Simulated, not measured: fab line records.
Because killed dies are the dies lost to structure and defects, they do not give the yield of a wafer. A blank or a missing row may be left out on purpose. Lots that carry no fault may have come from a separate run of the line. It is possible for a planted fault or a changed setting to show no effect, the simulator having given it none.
fab line records ; flow nand_harc
record lots=7; wafers=21; last_day=33
route steps=1302 shown P_CONTACT@234
lots with no fault: from the same line, run without faults
start_h: hours from the record's first day to the start of the lot's first wafer shown ; wait_h: hours since the lot's step before ; " unchanged from the row above ; L1.1+2: several wafers, shown together as one row ; - value missing, or start not given ; * or withheld: withheld ; < > ~ a bound
route shown NAME@n: names a module that has steps shown in the file, with the first one's number in the route ; usual: mean/standard deviation of fault-free wafers ; same: alike in all rows ; chamber/n: place in a boat ; sites: per-site readings ; _std_site: the values' standard deviation ; _edge_site: outer sites' mean less inner sites' ; radius_mm: how far each site lies from the wafer's centre ; mask NAME#n: copy n ; behind: the most recent tool/chamber to have shaped the wafer ; hold: cause of the lot's hold/its duration in hours/its outcome ; device: the transistor (n, p or np) that didn't switch ; end of line: at the end of the route, the tests of the same wafers ; a step with no rows: only its recipe ; killed: at the first sort, the dies lost to defects and structure; wafer yield is something else ; map: per-die view of a wafer (x killed, . not killed, _ where there is no die)
set.NAME: the setting that was run; set.NAME@STEP: the one run at that earlier step ; model.NAME: the simulator's own value behind a step, which no gauge read
lots seen at some steps along the route; tables by step, rows by wafer
services: when a tool's chamber went out of use (start_h, in hours from the record's first day, below 0 if earlier), for how many hours, and the reason
## steps
# step NHARC_P_CONTACT_INSPECT_14
# usual raw_defect_count=4.3/2.4
lot.wafer;tool;chamber;start_h;wait_h;raw_defect_count
L103.2;defect_inspect-01;-;127.30;0.0;3
L103.3;defect_inspect-01;-;127.30;0.0;4
L103.4;defect_inspect-01;-;127.30;0.0;5
L109.1;defect_inspect-01;-;190.13;0.0;3
L109.2;defect_inspect-01;-;190.13;0.0;7
L109.3;defect_inspect-01;-;190.13;0.0;5
L110.1;defect_inspect-01;-;198.11;0.0;12
L110.3;defect_inspect-01;-;198.11;0.0;9
L110.5;defect_inspect-01;-;198.11;0.0;10
L111.3;defect_inspect-01;-;215.07;0.0;2
L111.5;defect_inspect-01;-;215.07;0.0;6
L111.6;defect_inspect-01;-;215.07;0.0;5
L112.1;defect_inspect-02;-;218.43;0.0;5
L112.4;defect_inspect-02;-;218.43;0.0;6
L112.5;defect_inspect-02;-;218.43;0.0;4
L122.1;defect_inspect-02;-;322.19;0.0;8
L122.2;defect_inspect-02;-;322.19;0.0;2
L122.6;defect_inspect-02;-;322.19;0.0;2
L125.1;defect_inspect-02;-;339.65;0.0;6
L125.2;defect_inspect-02;-;339.65;0.0;6
L125.3;defect_inspect-02;-;339.65;0.0;10
# step NHARC_P_CONTACT_DESCUM_17
# recipe time_s=3; o2_flow_sccm=200; ar_flow_sccm=0; bias_power_w=0; chemistry=O2
# usual drypump_motor_current_A=5.6/0.49; oes_product_au=0.997/0.015; rf_vpp_V=57.7/0.91; showerhead_plenum_p_Torr=1.90/0.074; throttle_valve_pct=11.311/0.0095
lot.wafer;tool;chamber;start_h;wait_h;drypump_motor_current_A;oes_product_au;rf_hours_counter_h;rf_vpp_V;showerhead_plenum_p_Torr;throttle_valve_pct
L103.2;rie_diel-10;1;127.36;0.1;5.7;1.003;2.4;56.3;2.00;11.318
L103.3;rie_diel-10;2;127.36;0.1;6.1;1.015;2.7;57.8;1.93;11.313
L103.4;rie_diel-10;3;127.36;0.1;5.0;1.017;2.7;58.4;2.00;11.305
L109.2;rie_diel-06;3;190.19;0.1;5.4;0.998;1.0;56.8;1.82;11.324
L109.3;rie_diel-06;0;190.19;0.1;5.8;0.983;1.1;57.9;1.86;11.322
L109.1;rie_diel-06;2;190.19;0.1;5.4;1.000;0.9;58.1;1.95;11.297
L110.3;rie_diel-10;1;198.18;0.1;5.7;1.011;6.7;56.6;2.00;11.308
L110.1;rie_diel-10;3;198.18;0.1;5.0;1.019;7.7;57.6;2.00;11.304
L110.5;rie_diel-10;1;198.18;0.1;5.7;1.004;-;57.2;2.00;11.324
L111.3;rie_diel-02;1;215.14;0.1;6.6;0.969;3.8;56.5;1.97;11.318
L111.5;rie_diel-02;0;215.14;0.1;5.2;0.978;-;57.7;1.82;11.306
L111.6;rie_diel-02;1;215.14;0.1;6.6;0.975;-;59.0;1.97;11.300
L112.1;rie_diel-06;0;218.50;0.1;5.9;0.977;1.8;57.2;1.86;11.302
L112.4;rie_diel-06;1;218.50;0.1;5.4;1.002;1.8;57.7;1.81;11.319
L112.5;rie_diel-06;0;218.50;0.1;5.9;0.981;-;57.2;1.86;11.308
L122.1;rie_diel-02;3;322.27;0.1;6.2;1.005;2.6;56.3;1.78;11.315
L122.2;rie_diel-02;0;322.27;0.1;5.2;0.982;2.4;58.1;1.82;11.306
L122.6;rie_diel-02;2;322.27;0.1;4.9;0.989;-;58.1;1.87;11.318
L125.1;rie_diel-06;0;339.72;0.1;5.8;0.986;0.3;57.8;1.86;11.316
L125.2;rie_diel-06;1;339.72;0.1;5.4;1.006;0.3;57.4;1.81;11.333
L125.3;rie_diel-06;2;339.72;0.1;5.4;0.975;0.3;57.9;1.95;11.312
# step NHARC_P_CONTACT_ETCH_35
# recipe target_depth_a=390; over_etch_frac=0.3; time_s=65; ion_energy_ev=80; cf4_flow_sccm=150; ar_flow_sccm=0; rf_w=300; bias_w=100; chemistry=CF4
# step NHARC_P_CONTACT_ETCH_36
# recipe target_depth_a=2600; over_etch_frac=0.25; time_s=406.25; ion_energy_ev=200; n2_flow_sccm=150; h2_flow_sccm=150; ar_flow_sccm=0; rf_w=400; bias_w=150; chemistry=N2/H2
# usual drypump_motor_current_A=5.5/0.51; n2_flow_sccm=150.0/0.46; oes_product_au=0.999/0.013; rf_vpp_V=430.3/2.5; showerhead_plenum_p_Torr=2.03/0.079; throttle_valve_pct=14.171/0.0095
lot.wafer;tool;chamber;start_h;wait_h;drypump_motor_current_A;n2_flow_sccm;oes_product_au;rf_hours_counter_h;rf_vpp_V;showerhead_plenum_p_Torr;throttle_valve_pct
L103.4;rie_diel-10;2;-;-;6.1;150.4;1.018;2.8;429.6;2.05;14.180
L103.2;rie_diel-10;3;-;-;5.0;150.8;1.015;2.8;433.5;2.14;14.177
L103.3;rie_diel-10;0;-;-;4.9;149.5;1.008;2.5;431.4;2.03;14.175
L109.1;rie_diel-06;2;-;-;5.4;149.7;0.996;1.0;431.3;2.08;14.169
L109.2;rie_diel-06;3;-;-;5.4;149.8;1.000;1.1;427.0;1.94;14.169
L109.3;rie_diel-06;0;-;-;5.9;150.7;0.992;1.2;429.3;1.98;14.171
L110.3;rie_diel-10;1;-;-;5.7;150.0;1.024;6.8;433.2;2.14;14.170
L110.1;rie_diel-10;2;-;-;6.1;150.3;1.021;8.0;430.3;2.05;14.156
L110.5;rie_diel-10;2;-;-;6.1;150.8;1.011;-;432.1;2.05;14.171
L111.3;rie_diel-02;0;-;-;5.2;150.4;0.967;3.8;426.4;1.94;14.162
L111.6;rie_diel-02;0;-;-;5.2;150.1;0.985;-;428.2;1.94;14.164
L111.5;rie_diel-02;1;-;-;6.7;150.1;0.980;-;432.5;2.10;14.160
L112.4;rie_diel-06;0;-;-;5.9;150.5;0.977;1.9;428.5;1.98;14.180
L112.1;rie_diel-06;1;-;-;5.4;149.8;0.997;1.9;427.9;1.92;14.178
L112.5;rie_diel-06;2;-;-;5.4;150.7;0.990;-;431.9;2.08;14.154
L122.2;rie_diel-02;2;-;-;4.9;149.4;0.994;3.0;428.6;2.00;14.156
L122.1;rie_diel-02;0;-;-;5.2;150.1;0.979;2.5;429.2;1.94;14.177
L122.6;rie_diel-02;2;-;-;4.9;149.8;0.995;-;430.5;2.00;14.169
L125.1;rie_diel-06;3;-;-;5.4;149.7;0.998;0.4;426.9;1.94;14.158
L125.3;rie_diel-06;0;-;-;5.8;149.7;0.997;0.4;429.1;1.98;14.171
L125.2;rie_diel-06;2;-;-;5.4;149.7;0.973;0.4;430.5;2.08;14.180
# step NHARC_P_CONTACT_ETCH_18
# recipe target_depth_a=4810; time_s=240.5; c4f8_flow_sccm=20; o2_flow_sccm=10; ar_flow_sccm=withheld; rf_w=600; bias_w=1500; chemistry=C4F8/O2/Ar
# usual oes_product_au=0.960/0.021; rf_vpp_V=977/5.1
lot.wafer;tool;chamber;start_h;wait_h;oes_product_au;rf_hours_counter_h;rf_vpp_V
L103.4;rie_diel-10;1;-;-;0.952;2.5;985
L103.2;rie_diel-10;2;-;-;0.961;3.0;979
L103.3;rie_diel-10;3;-;-;0.955;3.0;984
L109.3;rie_diel-06;3;-;-;0.948;1.2;971
L109.1;rie_diel-06;0;-;-;0.915;1.3;975
L109.2;rie_diel-06;1;-;-;0.946;1.3;971
L110.1;rie_diel-10;1;-;-;0.933;7.0;984
L110.3;rie_diel-10;2;-;-;0.936;8.2;980
L110.5;rie_diel-10;3;-;-;0.944;-;984
L111.3;rie_diel-02;0;-;-;0.912;4.0;971
L111.6;rie_diel-02;0;-;-;0.908;-;972
L111.5;rie_diel-02;1;-;-;0.930;-;983
L112.4;rie_diel-06;2;-;-;0.938;2.1;981
L112.1;rie_diel-06;3;-;-;0.941;2.1;973
L112.5;rie_diel-06;2;-;-;0.943;-;980
L122.1;rie_diel-02;0;-;-;0.959;2.5;972
L122.2;rie_diel-02;2;-;-;0.964;3.2;974
L122.6;rie_diel-02;1;-;-;0.957;-;981
L125.2;rie_diel-06;1;-;-;0.974;0.5;971
L125.1;rie_diel-06;2;-;-;0.952;0.5;981
L125.3;rie_diel-06;0;-;-;0.958;0.6;975
# step NHARC_P_CONTACT_STRIP_37
# recipe c4f8_flow_sccm=withheld; o2_flow_sccm=8; ar_flow_sccm=withheld; bias_w=0; chemistry=C4F8/O2/Ar
# step NHARC_P_CONTACT_ETCH_31
# recipe target_depth_a=300; time_s=85.7; ion_energy_ev=120; over_etch_frac=1; ch3f_flow_sccm=50; o2_flow_sccm=30; ar_flow_sccm=200; rf_w=500; bias_w=100; chemistry=CH3F/O2
# usual drypump_motor_current_A=5.6/0.5; oes_product_au=0.974/0.017; rf_vpp_V=244.0/1.5; showerhead_plenum_p_Torr=2.44/0.092; throttle_valve_pct=20.664/0.0091
lot.wafer;tool;chamber;start_h;wait_h;drypump_motor_current_A;oes_product_au;rf_hours_counter_h;rf_vpp_V;showerhead_plenum_p_Torr;throttle_valve_pct
L103.4;rie_diel-10;3;-;-;5.0;0.981;3.1;245.5;2.57;20.669
L103.3;rie_diel-10;0;-;-;4.9;0.963;2.6;243.9;2.45;20.661
L103.2;rie_diel-10;1;-;-;5.7;0.980;2.6;246.2;2.57;20.650
L109.3;rie_diel-06;3;-;-;5.4;0.970;1.3;243.1;2.34;20.660
L109.1;rie_diel-06;0;-;-;5.8;0.935;1.3;242.8;2.39;20.669
L109.2;rie_diel-06;1;-;-;5.4;0.962;1.3;244.1;2.33;20.669
L110.1;rie_diel-10;3;-;-;5.0;0.981;8.0;245.7;2.57;20.676
L110.3;rie_diel-10;0;-;-;4.9;0.952;7.8;244.4;2.44;20.666
L110.5;rie_diel-10;1;-;-;5.7;0.968;-;246.0;2.57;20.654
L111.3;rie_diel-02;1;-;-;6.6;0.957;4.2;245.7;2.53;20.669
L111.6;rie_diel-02;0;-;-;5.2;0.936;-;244.9;2.35;20.678
L111.5;rie_diel-02;1;-;-;6.7;0.952;-;245.1;2.53;20.652
L112.4;rie_diel-06;2;-;-;5.4;0.966;2.2;244.1;2.51;20.675
L112.1;rie_diel-06;1;-;-;5.4;0.967;2.1;244.4;2.33;20.670
L112.5;rie_diel-06;3;-;-;5.4;0.965;-;241.3;2.34;20.674
L122.1;rie_diel-02;0;-;-;5.2;0.966;2.7;242.9;2.35;20.665
L122.2;rie_diel-02;3;-;-;6.2;1.004;2.8;242.6;2.30;20.669
L122.6;rie_diel-02;1;-;-;6.7;0.979;-;244.3;2.53;20.680
L125.2;rie_diel-06;3;-;-;5.4;0.936;0.6;243.8;2.34;20.657
L125.1;rie_diel-06;0;-;-;5.9;0.929;0.6;242.0;2.39;20.680
L125.3;rie_diel-06;2;-;-;5.5;0.907;0.6;244.2;2.51;20.658
# step NHARC_P_CONTACT_CD_MEAS_19
# usual cd_nm=90.2/1.9
lot.wafer;tool;chamber;start_h;wait_h;cd_nm
L103.2;cd_sem-03;-;128.24;-;90.8
L103.3;cd_sem-03;-;128.24;-;90.0
L103.4;cd_sem-03;-;128.24;-;89.7
L109.1;cd_sem-03;-;191.06;-;89.1
L109.2;cd_sem-03;-;191.06;-;89.9
L109.3;cd_sem-03;-;191.06;-;92.4
L110.1;cd_sem-03;-;199.06;-;91.1
L110.3;cd_sem-03;-;199.06;-;88.3
L110.5;cd_sem-03;-;199.06;-;90.2
L111.3;cd_sem-02;-;216.01;-;91.6
L111.5;cd_sem-02;-;216.01;-;87.5
L111.6;cd_sem-02;-;216.01;-;90.7
L112.1;cd_sem-01;-;219.36;-;88.8
L112.4;cd_sem-01;-;219.36;-;90.4
L112.5;cd_sem-01;-;219.36;-;88.1
L122.1;cd_sem-01;-;323.13;-;87.0
L122.2;cd_sem-01;-;323.13;-;92.1
L122.6;cd_sem-01;-;323.13;-;92.4
L125.1;cd_sem-01;-;340.99;-;91.3
L125.2;cd_sem-01;-;340.99;-;90.2
L125.3;cd_sem-01;-;340.99;-;91.5
# step NHARC_P_CONTACT_STRIP_28
# recipe o2_flow_sccm=500; ar_flow_sccm=0; bias_w=0; chemistry=O2
# step NHARC_P_CONTACT_STRIP_29
# recipe time_s=1200; temp_c=72.5; chemistry=post_etch_residue_remover
# step NHARC_P_CONTACT_DEGAS_38
# recipe temp_c=300; time_s=60
# usual heater_power_w=479/49; susceptor_temp_C=300.05/0.18
lot.wafer;tool;chamber;start_h;wait_h;heater_power_w;susceptor_temp_C
L103.3;pvd_sputter-02;-;128.95;-;536;299.99
L103.2;pvd_sputter-02;-;128.95;-;477;299.93
L103.4;pvd_sputter-02;-;128.95;-;419;299.93
L109.1;pvd_sputter-02;-;191.81;-;531;300.38
L109.3;pvd_sputter-02;-;191.81;-;569;300.10
L109.2;pvd_sputter-02;-;191.81;-;457;299.79
L110.1;pvd_sputter-02;-;199.82;-;536;300.30
L110.3;pvd_sputter-02;-;199.82;-;579;300.09
L110.5;pvd_sputter-02;-;199.82;-;431;300.00
L111.3;pvd_sputter-03;-;216.71;-;425;300.23
L111.5;pvd_sputter-03;-;216.71;-;416;299.70
L111.6;pvd_sputter-03;-;216.71;-;496;300.21
L112.1;pvd_sputter-02;-;220.07;-;418;300.14
L112.4;pvd_sputter-02;-;220.07;-;456;300.19
L112.5;pvd_sputter-02;-;220.07;-;426;300.11
L122.1;pvd_sputter-01;-;323.84;-;484;300.01
L122.2;pvd_sputter-01;-;323.84;-;535;300.04
L122.6;pvd_sputter-01;-;323.84;-;484;300.24
L125.3;pvd_sputter-02;-;341.70;-;475;-
L125.2;pvd_sputter-02;-;341.70;-;521;-
L125.1;pvd_sputter-02;-;341.70;-;537;-
# step NHARC_P_CONTACT_PRE_CLEAN_39
# recipe time_s=19.5; bias_v=250; gas=Ar
# step NHARC_P_CONTACT_PVD_32
# recipe target_thk_a=50; chamber_pressure_pa=5; power_w=5000; substrate_temp_c=200; time_s=17.7; material=Ti
# usual cathode_dc_power_W=5000.0/0.88; chamber_pressure_pa=5.000/0.0097; throttle_valve_pct=29.9/0.96
lot.wafer;tool;chamber;start_h;wait_h;cathode_dc_power_W;chamber_pressure_pa;throttle_valve_pct
L103.4;pvd_sputter-02;-;129.09;-;4999.5;4.994;28.1
L103.2;pvd_sputter-02;-;129.09;-;4998.4;4.986;29.9
L103.3;pvd_sputter-02;-;129.09;-;5000.3;4.996;28.7
L109.2;pvd_sputter-02;-;191.93;-;4999.7;5.011;31.0
L109.3;pvd_sputter-02;-;191.93;-;5000.5;5.008;29.8
L109.1;pvd_sputter-02;-;191.93;-;4999.4;4.995;29.0
L110.3;pvd_sputter-02;-;199.94;-;-;-;-
L110.1;pvd_sputter-02;-;199.94;-;-;-;-
L110.5;pvd_sputter-02;-;199.94;-;-;-;-
L111.3;pvd_sputter-03;-;216.85;-;-;-;-
L111.6;pvd_sputter-03;-;216.85;-;-;-;-
L111.5;pvd_sputter-03;-;216.85;-;-;-;-
L112.4;pvd_sputter-02;-;220.20;-;-;-;-
L112.1;pvd_sputter-02;-;220.20;-;-;-;-
L112.5;pvd_sputter-02;-;220.20;-;-;-;-
L122.1;pvd_sputter-01;-;323.96;-;5000.2;4.999;29.1
L122.2;pvd_sputter-01;-;323.96;-;5001.1;4.989;30.0
L122.6;pvd_sputter-01;-;323.96;-;5001.4;5.003;29.5
L125.3;pvd_sputter-02;-;341.84;-;5001.3;4.998;31.4
L125.2;pvd_sputter-02;-;341.84;-;5000.0;5.008;28.8
L125.1;pvd_sputter-02;-;341.84;-;5000.2;5.004;30.3
# step NHARC_P_CONTACT_ALD_22
# recipe target_thk_a=30; pulse_time_s=1; ald_cycles=150; temp_c=450; material=TiN
## services
tool;chamber;start_h;hours;kind
pvd_sputter-02;-;104.00;10.0;pm
rie_diel-02;3;104.95;3.3;repair
rie_diel-06;-;130.20;9.0;pm
rie_diel-10;1;144.07;1.7;repair
pvd_sputter-02;-;150.67;3.3;repair
pvd_sputter-01;-;163.90;2.9;repair
pvd_sputter-02;-;167.45;1.8;repair
pvd_sputter-03;-;170.00;10.0;pm
rie_diel-02;1;172.77;5.8;repair
rie_diel-10;1;186.43;8.2;repair
rie_diel-02;0;193.02;16.8;repair
pvd_sputter-01;-;201.00;6.2;repair
rie_diel-10;0;206.15;3.0;repair
rie_diel-02;-;207.39;1.0;repair
rie_diel-02;-;216.70;9.0;pm
pvd_sputter-01;-;225.78;6.6;repair
rie_diel-10;-;242.57;9.0;pm
rie_diel-02;0;255.60;7.1;repair
pvd_sputter-01;-;255.64;2.1;repair
rie_diel-06;-;276.61;0.3;repair
pvd_sputter-02;-;282.04;10.0;pm
pvd_sputter-02;-;294.27;8.7;repair
rie_diel-06;-;307.20;9.0;pm
rie_diel-10;1;321.33;4.5;repair
## key
first_sign step=NHARC_P_CONTACT_PVD_32; reading=tool_record; direction=missing
effect none on later readings
met_at NHARC_P_CONTACT_PVD_32
struck_wafers L110.1,L110.3,L110.5,L111.3,L111.5,L111.6,L112.1,L112.4,L112.5
sort_left_out L110.1,L110.3,L110.5,L111.3,L111.5,L111.6,L112.1,L112.4,L112.5
tester_left_out L110,L111,L112
onset_between 191.93 199.94
fault kind=skipped_step_whole; tool=pvd_sputter-02,pvd_sputter-03; chamber=-; onset_h=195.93; steps=NHARC_P_CONTACT_PVD_32; scope=struck_lots_only
# tester_left_out: of these lots the tester's yield and bins aren't shown, on N5 and GAA mostly nor the transistor test; their killed dies are dies lost to structure and defects alone, not to doping, threshold or leakage, so they don't give the yield
# sort_left_out: the simulated sort isn't trusted on such a fault, so these wafers' sort isn't shown, and their yield isn't known
